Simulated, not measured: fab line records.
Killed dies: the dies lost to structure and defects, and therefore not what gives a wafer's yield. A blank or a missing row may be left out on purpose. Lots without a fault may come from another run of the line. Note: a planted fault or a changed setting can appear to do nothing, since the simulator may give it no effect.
Which of the tools did it? + flow n5_finfet + 25 wafers from 9 lots sampled at 5 of the route's 1938 steps

WHAT EACH GAUGE READ, for each wafer
N5_BEOL_M2_OCD_MEAS_38.
| lot  | measured     | on     | trench_depth_nm (nm) |
|------|--------------|--------|----------------------|
| L644 | day 7 23:47  | ocd-02 | 56.3 55.0 55.6       |
| L646 | day 8 07:11  | ocd-01 | 56.0 55.4 56.1       |
| L648 | day 8 09:54  | ocd-02 | 56.2 56.5 56.0       |
| L651 | day 8 22:02  | ocd-01 | 53.5 55.5 55.5       |
| L653 | day 10 06:43 | ocd-01 | 54.9 55.1            |
| L652 | day 10 10:01 | ocd-01 | 56.0 56.2 56.6       |
| L654 | day 10 13:12 | ocd-02 | 54.5 56.9 55.6       |
| L659 | day 11 01:07 | ocd-02 | 56.9 56.3 55.2       |
| L664 | day 13 06:10 | ocd-02 | 56.0 55.5            |

N5_BEOL_M4_RC_MEAS_101.
| lot  | measured     | on        | COMB_M2 (S/m)             | COMB_M2_max_site (S/m)    | DIBL_N (mV/V)  | DIBL_P (mV/V)  | IOFF_N (nA/um) | IOFF_P (nA/um) | ION_N (uA/um) | ION_P (uA/um) | SS_N (mV/dec)  | SS_P (mV/dec)  | VT_N (mV)   | VT_P (mV)      |
|------|--------------|-----------|---------------------------|---------------------------|----------------|----------------|----------------|----------------|---------------|---------------|----------------|----------------|-------------|----------------|
| L644 | day 9 03:38  | prober-01 | 4.2e-11 4.6e-11 4.4e-11   | 6.2e-11 6.7e-11 5.3e-11   | 35.6 35.3 34.7 | 34.1 33.5 32.8 | 0.13 0.13 0.12 | 0.19 0.18 0.17 | 674 663 664   | 466 456 458   | 70.8 70.8 70.5 | 73.0 74.0 72.7 | 251 251 250 | -250 -252 -253 |
| L646 | day 9 14:35  | prober-01 | 7.1e-11 4.1e-11 5e-11     | 9.5e-11 6.5e-11 7.1e-11   | 34.5 35.3 32.5 | 36.6 36.7 32.8 | 0.17 0.18 0.12 | 0.26 0.25 0.18 | 682 685 666   | 477 473 460   | 70.6 71.1 70.1 | 72.9 72.7 71.6 | 245 245 253 | -245 -245 -249 |
| L648 | day 9 15:16  | prober-02 | 6.8e-11 5.4e-11 4.9e-11   | 1.25e-10 6.8e-11 5.8e-11  | 36.0 36.5 37.4 | 36.1 37.2 38.2 | 0.16 0.17 0.18 | 0.22 0.23 0.25 | 680 685 682   | 466 469 469   | 71.1 71.6 72.0 | 73.6 73.7 74.6 | 250 247 248 | -249 -246 -248 |
| L651 | day 10 14:33 | prober-01 | 4.7e-11 5e-11 4.6e-11     | 7.4e-11 5.8e-11 7.6e-11   | 35.2 36.2 35.6 | 36.6 37.4 35.9 | 0.13 0.15 0.14 | 0.20 0.22 0.18 | 650 667 665   | 455 455 458   | 71.3 71.1 71.6 | 74.1 72.5 73.0 | 254 251 254 | -251 -250 -254 |
| L653 | day 11 10:43 | prober-01 | 4.9e-11 5.3e-11           | 7.6e-11 7.8e-11           | 33.8 33.5      | 34.2 33.8      | 0.14 0.14      | 0.20 0.19      | 687 684       | 469 473       | 71.0 70.9      | 72.1 73.0      | 248 249     | -251 -251      |
| L652 | day 11 11:17 | prober-02 | 4.7e-11 3.9e-11 5.1e-11   | 7.2e-11 6.1e-11 8.1e-11   | 36.8 38.4 36.1 | 38.0 40.1 37.2 | 0.16 0.21 0.16 | 0.26 0.29 0.24 | 673 687 685   | 465 475 473   | 72.1 72.0 70.6 | 73.9 74.0 72.9 | 251 247 247 | -247 -244 -249 |
| L654 | day 11 11:38 | prober-01 | 1.266e-09 8.1e-11 4.4e-11 | 1.893e-09 9.1e-11 6.3e-11 | 35.9 36.5 36.0 | 35.8 36.3 35.3 | 0.15 0.14 0.14 | 0.22 0.21 0.21 | 681 679 677   | 470 469 469   | 71.1 71.9 71.3 | 73.0 73.3 73.0 | 249 252 253 | -252 -250 -247 |
| L659 | day 12 03:20 | prober-01 | 9.23e-10 4.3e-11          | 1.423e-09 5.5e-11         | 36.2 34.0      | 35.9 33.6      | 0.15 0.11      | 0.17 0.15      | 675 664       | 463 462       | 70.9 70.4      | 73.1 71.6      | 249 254     | -255 -254      |
| L664 | day 14 09:19 | prober-02 | 5.3e-11 4.1e-11           | 6.7e-11 5.2e-11           | 40.8 36.5      | 43.6 37.9      | 0.28 0.16      | 0.32 0.22      | 701 672       | 481 462       | 72.3 72.2      | 74.5 72.9      | 241 253     | -247 -250      |

WHAT TOOL EACH LOT RAN ON (gives the tool, then ch and the chambers of the sampled wafers, and finally the start)
| lot  | N5_BEOL_M2_ETCH_70                 | N5_BEOL_M2_VIA_ETCH_34             | N5_BEOL_M2_ALD_84                   |
|------|------------------------------------|------------------------------------|-------------------------------------|
| L644 | rie_diel-05 ch 0,2,3, day 7 23:25  | rie_diel-05 ch 0,2,3, day 7 23:31  | ald_metal-04 ch 0,1,3, day 8 00:30  |
| L646 | rie_diel-01 ch 0,1,3, day 8 06:49  | rie_diel-01 ch 0,1,3, day 8 06:55  | ald_metal-01 ch 2,3, day 8 07:41    |
| L648 | rie_diel-01 ch 0,2,3, day 8 09:32  | rie_diel-01 ch 0,2,3, day 8 09:38  | ald_metal-01 ch 0,1,2, day 8 10:37  |
| L651 | rie_diel-06 ch 1,2,3, day 8 21:40  | rie_diel-06 ch 1,2,3, day 8 21:46  | ald_metal-03 ch 0,2,3, day 8 22:24  |
| L653 | rie_diel-06 ch 0,3, day 10 06:21   | rie_diel-06 ch 0,3, day 10 06:28   | ald_metal-04 ch 0, day 10 07:25     |
| L652 | rie_diel-05 ch 0,1,3, day 10 09:39 | rie_diel-05 ch 0,1,3, day 10 09:45 | ald_metal-03 ch 0,1,3, day 10 11:11 |
| L654 | rie_diel-01 ch 0,2,3, day 10 12:50 | rie_diel-01 ch 0,2,3, day 10 12:57 | ald_metal-03 ch 1,2, day 10 13:41   |
| L659 | rie_diel-01 ch 0,1,2, day 11 00:45 | rie_diel-01 ch 0,1,2, day 11 00:52 | ald_metal-03 ch 0,3, day 11 01:34   |
| L664 | rie_diel-06 ch 2,3, day 13 05:50   | rie_diel-06 ch 2,3, day 13 05:56   | ald_metal-04 ch 0,2, day 13 07:35   |
- N5_BEOL_M2_ETCH_70: etches SOC in N2/H2, target depth 80 nm, overetch 24 nm, time 130 s.
- N5_BEOL_M2_VIA_ETCH_34: etches the open film in C4F6/O2, target depth 69.4 nm, time 65.9 s.
- N5_BEOL_M2_ALD_84: deposits TaN, pulse time 2 s, purge time 3 s, co reactant purge time 2 s.

AS READ BY THE TOOLS THEMSELVES (means over the sampled wafers that have a number; for cases with no such wafer, the mark the record gives instead)
N5_BEOL_M2_ETCH_70.
| lot  | tool        | drypump_motor_current_A (A) | oes_product_au (a.u.) | rf_vpp_V (V) | showerhead_plenum_p_Torr (Torr) | throttle_valve_pct (%) |
|------|-------------|-----------------------------|-----------------------|--------------|---------------------------------|------------------------|
| L644 | rie_diel-05 | 5.9                         | 0.58                  | 524.0        | 2.57                            | 17.82                  |
| L646 | rie_diel-01 | 5.7                         | 0.59                  | 524.3        | 2.57                            | 17.76                  |
| L648 | rie_diel-01 | 5.3                         | 0.60                  | 525.3        | 2.59                            | 17.72                  |
| L651 | rie_diel-06 | 5.5                         | 0.62                  | 524.5        | 2.56                            | 17.72                  |
| L653 | rie_diel-06 | 5.2                         | 0.61                  | 525.5        | 2.57                            | 17.86                  |
| L652 | rie_diel-05 | 5.9                         | 0.63                  | 523.4        | 2.55                            | 17.71                  |
| L654 | rie_diel-01 | 5.3                         | 0.59                  | 526.0        | 2.58                            | 17.75                  |
| L659 | rie_diel-01 | 5.5                         | 0.62                  | 524.8        | 2.56                            | 17.66                  |
| L664 | rie_diel-06 | 5.2                         | 0.62                  | 525.0        | 2.62                            | 17.65                  |

N5_BEOL_M2_VIA_ETCH_34.
| lot  | tool        | drypump_motor_current_A (A) | oes_product_au (a.u.) | rf_vpp_V (V) | showerhead_plenum_p_Torr (Torr) | throttle_valve_pct (%) |
|------|-------------|-----------------------------|-----------------------|--------------|---------------------------------|------------------------|
| L644 | rie_diel-05 | 5.9                         | 0.79                  | 662          | 2.85                            | 30.72                  |
| L646 | rie_diel-01 | 5.7                         | 0.80                  | 661          | 2.89                            | 30.79                  |
| L648 | rie_diel-01 | 5.3                         | 0.83                  | 670          | 2.89                            | 30.64                  |
| L651 | rie_diel-06 | 5.5                         | 0.84                  | 670          | 2.87                            | 30.76                  |
| L653 | rie_diel-06 | 5.2                         | 0.84                  | 674          | 2.87                            | 30.97                  |
| L652 | rie_diel-05 | 6.0                         | 0.87                  | 663          | 2.84                            | 30.71                  |
| L654 | rie_diel-01 | 5.3                         | 0.81                  | 669          | 2.89                            | 30.67                  |
| L659 | rie_diel-01 | 5.5                         | 0.85                  | 665          | 2.87                            | 30.68                  |
| L664 | rie_diel-06 | 5.2                         | 0.85                  | 680          | 2.94                            | 30.71                  |

N5_BEOL_M2_ALD_84.
| lot  | tool         | chamber_pressure_Torr (Torr) | heater_power_w (W) | precursor_vessel_carrier_sccm (sccm) |
|------|--------------|------------------------------|--------------------|--------------------------------------|
| L644 | ald_metal-04 | 2.997                        | 430                | 1000                                 |
| L646 | ald_metal-01 | 2.993                        | 393                | 999                                  |
| L648 | ald_metal-01 | 3.001                        | 387                | 999                                  |
| L651 | ald_metal-03 | 3.001                        | 424                | 1003                                 |
| L653 | ald_metal-04 | 3.002                        | 436                | 1002                                 |
| L652 | ald_metal-03 | 3.001                        | 451                | 998                                  |
| L654 | ald_metal-03 | 2.993                        | 420                | 998                                  |
| L659 | ald_metal-03 | 3.000                        | 422                | 1002                                 |
| L664 | ald_metal-04 | 2.997                        | 454                | 998                                  |

THE ANSWER, worked out from the rows above alone
Rule: the usual values come from the lots themselves. The widest of any qualifying gaps counts: lots, ordered by their means at a reading, are off when they make up no more than a third of the lots, leave a main group of 4 or more, and stand apart from it by 3 or more times the standard deviation of that group's means. A main group is skipped when, at the precision printed for the reading in the tables above, its means are all equal. Also off: a lot with no number at a reading for which 4 or more lots have one. All remaining lots with rows at the step are treated as sound. First the gauges in route order, then the tools' own readings, where a lot's mean is used as printed above. The first step at which some lot is off is used, and at that step the reading that is off furthest; a lot without a number counts as furthest.
Off: L654, L659, seen at N5_BEOL_M4_RC_MEAS_101 (COMB_M2). The main group: mean 4.9e-11 S/m, standard deviation 4.4e-12.
A tool fits if, at a process step before that reading, it ran every lot that is off, and no sound lot after the first of them. The gauges at N5_BEOL_M4_RC_MEAS_101 are tried like those tools. Can't be told from this: 3 tools fit, rie_diel-01 at N5_BEOL_M2_ETCH_70 and N5_BEOL_M2_VIA_ETCH_34, ald_metal-03 at N5_BEOL_M2_ALD_84, prober-01 at N5_BEOL_M4_RC_MEAS_101.

WHAT THE SIMULATOR HAD INSERTED
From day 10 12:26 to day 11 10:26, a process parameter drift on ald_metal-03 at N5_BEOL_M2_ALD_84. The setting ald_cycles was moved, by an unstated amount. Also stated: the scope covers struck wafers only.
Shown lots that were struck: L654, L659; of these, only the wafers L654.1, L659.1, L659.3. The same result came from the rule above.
